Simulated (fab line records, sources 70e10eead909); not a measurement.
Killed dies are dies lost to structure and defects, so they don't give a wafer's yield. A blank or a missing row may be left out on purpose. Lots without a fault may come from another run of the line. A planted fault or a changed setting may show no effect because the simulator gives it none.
fab line records | flow nand_harc
record lots=15 wafers=45 last_day=24
route steps=1159 shown P_M1@305 P_M2@341
lots that met no fault: from a run of the same line without faults
start_h: hours from the record's first day to the start of the lot's first wafer shown | wait_h: hours since the lot's step before | " the same as in the row above | L1.1+2: a row that stands for several wafers | - no value, or no start given | * or withheld: withheld | < > ~ a bound
route shown NAME@n: a module of which the file shows steps, and the number in the route of the first | usual: mean/standard deviation of fault-free wafers | same: alike in all rows | chamber/n: place in a boat | sites: the reading at each site | _std_site: their standard deviation | _edge_site: outer sites' mean less inner sites' | radius_mm: how far each site lies from the wafer's centre | mask NAME#n: copy n | behind: the tool/chamber that last shaped the wafer | hold: why the lot was held/for how many hours/how that ended | device: the transistor (n, p or np) that didn't switch | end of line: the same wafers' tests at the end of the route | a step without rows: its recipe alone | killed: dies lost to structure and defects at the first sort, not the wafer's yield | map: a wafer's dies, x killed, . not, _ none there
set.NAME: the setting as run; set.NAME@STEP: as run at that earlier step | model.NAME: the simulator's own value behind a step, which no gauge read
steps of the route over a sample of lots; a table a step, a row a wafer
services: from which hour (start_h, from the record's first day; less than 0 if before it) a tool's chamber was out of use, for how many hours, and why
## steps
# step NHARC_P_M1_DEGAS_29
# recipe temp_c=250 time_s=60
# usual heater_power_w=336/41
# columns lot.wafer tool chamber start_h wait_h heater_power_w
L562.4 pvd_sputter-02 - 116.17 - 347
L562.5 " - " " 350
L562.6 " - " " 361
L563.4 pvd_sputter-03 - 132.63 - 346
L563.2 " - " " 382
L563.6 " - " " 393
L564.2 pvd_sputter-02 - 136.07 - 271
L564.1 " - " " 309
L564.6 " - " " 336
L565.2 pvd_sputter-03 - 140.24 - 351
L565.1 " - " " 368
L565.5 " - " " 285
L568.3 pvd_sputter-02 - 142.87 - 353
L568.2 " - " " 366
L568.6 " - " " 258
L566.3 pvd_sputter-01 - 147.49 - 340
L566.2 " - " " 305
L566.4 " - " " 342
L571.1 pvd_sputter-01 - 178.55 - 329
L571.2 " - " " 360
L571.5 " - " " 302
L572.3 pvd_sputter-03 - 182.82 - 384
L572.6 " - " " 354
L572.5 " - " " 361
L573.4 pvd_sputter-03 - 190.56 - 395
L573.1 " - " " 284
L573.6 " - " " 359
L580.3 pvd_sputter-01 - 229.97 - 328
L580.2 " - " " 324
L580.6 " - " " 329
L583.2 pvd_sputter-02 - 244.10 - 362
L583.3 " - " " 395
L583.1 " - " " 299
L582.2 pvd_sputter-03 - 244.26 - 398
L582.4 " - " " 355
L582.3 " - " " 360
L581.3 pvd_sputter-03 - 250.46 - 291
L581.4 " - " " 340
L581.1 " - " " 362
L584.2 pvd_sputter-02 - 251.40 - 394
L584.5 " - " " 301
L584.6 " - " " 270
L585.1 pvd_sputter-03 - 260.62 - 397
L585.3 " - " " 360
L585.5 " - " " 286
# step NHARC_P_M2_PVD_21
# recipe target_thk_a=300 chamber_pressure_pa=5 power_w=5000 substrate_temp_c=30 time_s=20.49 material=Cu
# usual throttle_valve_pct=29.7/0.94
# columns lot.wafer tool chamber start_h wait_h throttle_valve_pct
L562.4 pvd_sputter-02 - - - 29.5
L562.6 " - " " 29.1
L562.5 " - " " 32.0
L563.4 pvd_sputter-02 - - - 32.3
L563.2 " - " " 29.3
L563.6 " - " " 32.1
L564.1 pvd_sputter-01 - - - 30.1
L564.2 " - " " 30.3
L564.6 " - " " 28.9
L565.1 pvd_sputter-03 - - - 27.7
L565.2 " - " " 29.6
L565.5 " - " " 27.8
L568.2 pvd_sputter-02 - - - 29.4
L568.3 " - " " 29.2
L568.6 " - " " 29.3
L566.3 pvd_sputter-03 - - - 29.4
L566.4 " - " " 29.8
L566.2 " - " " 29.5
L571.1 pvd_sputter-02 - - - 29.3
L571.2 " - " " 30.2
L571.5 " - " " 29.5
L572.3 pvd_sputter-03 - - - 29.5
L572.5 " - " " 29.5
L572.6 " - " " 30.1
L573.1 pvd_sputter-03 - - - 29.5
L573.4 " - " " 29.9
L573.6 " - " " 29.4
L580.3 pvd_sputter-02 - - - 29.4
L580.2 " - " " 31.1
L580.6 " - " " 29.8
L583.3 pvd_sputter-01 - - - 30.5
L583.2 " - " " 30.4
L583.1 " - " " 30.1
L582.4 pvd_sputter-01 - - - 28.8
L582.2 " - " " 30.0
L582.3 " - " " 30.5
L581.3 pvd_sputter-02 - - - 31.4
L581.4 " - " " 30.4
L581.1 " - " " 29.5
L584.2 pvd_sputter-01 - - - 29.1
L584.5 " - " " 30.3
L584.6 " - " " 30.1
L585.1 pvd_sputter-03 - - - 29.8
L585.3 " - " " 27.5
L585.5 " - " " 29.4
# step NHARC_P_M2_INSPECT_27
# usual raw_defect_count=313/120
# columns lot.wafer tool chamber start_h wait_h raw_defect_count
L562.4 defect_inspect-02 - 122.40 0.0 233
L562.5 " - " " 226
L562.6 " - " " 331
L563.2 defect_inspect-01 - 138.38 0.0 328
L563.4 " - " " 286
L563.6 " - " " 384
L564.1 defect_inspect-01 - 141.90 0.0 225
L564.2 " - " " 342
L564.6 " - " " 288
L565.1 defect_inspect-01 - 146.10 0.0 312
L565.2 " - " " 166
L565.5 " - " " 225
L568.2 defect_inspect-01 - 148.75 0.0 327
L568.3 " - " " 489
L568.6 " - " " 255
L566.2 defect_inspect-01 - 153.42 0.0 384
L566.3 " - " " 496
L566.4 " - " " 271
L571.1 defect_inspect-02 - 185.41 0.0 456
L571.2 " - " " 354
L571.5 " - " " 320
L572.3 defect_inspect-01 - 189.13 0.0 350
L572.5 " - " " 308
L572.6 " - " " 183
L573.1 defect_inspect-01 - 196.75 0.0 299
L573.4 " - " " 372
L573.6 " - " " 327
L580.2 defect_inspect-01 - 235.84 0.0 751
L580.3 " - " " 270
L580.6 " - " " 620
L583.1 defect_inspect-02 - 249.72 0.0 364
L583.2 " - " " 371
L583.3 " - " " 335
L582.2 defect_inspect-01 - 250.89 0.1 178
L582.3 " - " " 253
L582.4 " - " " 283
L581.1 defect_inspect-02 - 257.09 0.0 467
L581.3 " - " " 518
L581.4 " - " " 405
L584.2 defect_inspect-02 - 257.76 0.0 331
L584.5 " - " " 185
L584.6 " - " " 292
L585.1 defect_inspect-01 - 266.35 0.0 359
L585.3 " - " " 311
L585.5 " - " " 321
# step NHARC_P_M2_DEP_33
# recipe target_thk_a=300 temp_c=370 target_thk_nm=30 pressure_torr=3 flow_sccm=200 rf_w=450 material=SiCN
# usual chamber_pressure_Torr=3.001/0.007 heater_power_outer_w=304/46 heater_power_w=565/79 rf_fwd_power_W=448.9/1.4
# columns lot.wafer tool chamber start_h wait_h chamber_pressure_Torr heater_power_outer_w heater_power_w rf_fwd_power_W since_wet_clean_h
L562.4 pecvd-01 1 122.67 0.2 2.995 255 508 449.1 -
L562.6 " 2 " " 3.002 327 560 447.9 -
L562.5 " 0 " " 2.997 344 625 449.3 -
L563.2 pecvd-04 0 138.61 0.1 3.003 363 719 449.5 112
L563.6 " 2 " " 2.999 330 598 450.0 -
L563.4 " 0 " " 2.998 369 710 447.0 -
L564.2 pecvd-04 1 142.09 0.1 2.997 321 549 449.6 115
L564.1 " 2 " " 2.998 327 599 449.0 115
L564.6 " 0 " " 3.006 382 722 451.1 -
L565.2 pecvd-02 2 146.29 0.1 2.997 313 637 448.5 161
L565.1 " 1 " " 3.008 318 532 447.1 161
L565.5 " 1 " " 3.007 313 508 448.7 -
L568.3 pecvd-04 0 148.89 0.1 2.986 369 722 447.9 122
L568.2 " 1 " " 2.995 366 595 450.6 122
L568.6 " 0 " " 3.008 373 719 449.8 -
L566.3 pecvd-01 2 153.60 0.1 3.001 340 581 450.8 85
L566.2 " 0 " " 2.991 320 588 449.2 85
L566.4 " 2 " " 2.993 329 593 451.9 -
L571.2 pecvd-02 1 185.56 0.1 - - - - -
L571.1 " 0 " " - - - - -
L571.5 " 2 " " - - - - -
L572.3 pecvd-02 0 189.32 0.1 - - - - -
L572.6 " 2 " " - - - - -
L572.5 " 1 " " - - - - -
L573.1 pecvd-02 1 196.94 0.1 - - - - -
L573.4 " 0 " " - - - - -
L573.6 " 1 " " - - - - -
L580.2 pecvd-01 0 236.03 0.1 2.998 340 621 447.2 167
L580.3 " 1 " " 3.000 270 535 449.2 167
L580.6 " 0 " " 2.985 342 634 449.4 -
L583.3 pecvd-02 1 249.95 0.1 2.991 208 389 449.7 84
L583.1 " 2 " " 2.994 262 554 450.1 84
L583.2 " 0 " " 2.998 230 454 449.4 84
L582.2 pecvd-04 1 251.04 0.1 3.012 319 543 448.8 43
L582.3 " 0 " " 3.000 329 638 451.4 43
L582.4 " 1 " " 3.004 315 528 448.4 -
L581.1 pecvd-01 2 257.24 0.1 3.004 265 496 447.5 7
L581.3 " 1 " " 3.000 257 481 446.3 7
L581.4 " 0 " " 2.993 349 640 447.6 -
L584.2 pecvd-01 1 258.06 0.1 3.006 264 490 447.8 8
L584.5 " 0 " " 2.983 375 678 450.3 -
L584.6 " 1 " " 3.002 266 513 449.8 -
L585.1 pecvd-04 2 266.50 0.1 2.988 325 598 450.0 58
L585.3 " 0 " " 2.998 293 601 446.3 58
L585.5 " 0 " " 2.995 301 608 447.2 -
## services
# columns tool chamber start_h hours kind
pecvd-01 1 94.73 4.3 repair
pvd_sputter-02 - 98.46 5.0 repair
pvd_sputter-03 - 102.00 10.0 pm
pecvd-02 2 105.61 9.4 repair
pvd_sputter-01 - 129.11 5.5 repair
pecvd-02 0 135.89 16.4 repair
pecvd-02 - 153.00 13.0 pm
pecvd-02 0 153.00 13.0 vent_cycle
pecvd-02 1 153.00 13.0 vent_cycle
pecvd-02 2 153.00 13.0 vent_cycle
pvd_sputter-01 - 158.02 10.0 pm
pecvd-02 0 166.00 - clean
pecvd-02 1 166.00 - clean
pecvd-02 2 166.00 - clean
pecvd-04 0 173.74 7.8 repair
pvd_sputter-01 - 183.89 9.4 repair
pecvd-04 - 195.22 13.0 pm
pecvd-04 0 195.22 13.0 vent_cycle
pecvd-04 1 195.22 13.0 vent_cycle
pecvd-04 2 195.22 13.0 vent_cycle
pecvd-02 2 203.38 2.1 repair
pvd_sputter-02 - 214.00 10.0 pm
pvd_sputter-03 - 218.39 12.4 repair
pecvd-01 - 237.05 13.0 pm
## key
first_sign step=NHARC_P_M2_DEP_33 reading=tool_record direction=missing
effect none on later readings
met_at NHARC_P_M2_DEP_33
struck_lots L571,L572,L573
sort_left_out L571.1,L571.2,L571.5,L572.3,L572.5,L572.6,L573.1,L573.4,L573.6
not_acting_at NHARC_P_M1_DEGAS_29,NHARC_P_M2_PVD_21,NHARC_P_M2_INSPECT_27
onset_between 146.29 185.56
fault kind=skipped_step_whole tool=pecvd-02 chamber=- onset_h=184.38 steps=NHARC_P_M2_DEP_33 scope=struck_lots_only
# sort_left_out: the simulated sort isn't trusted on such a fault, so these wafers' sort isn't shown, and their yield isn't known
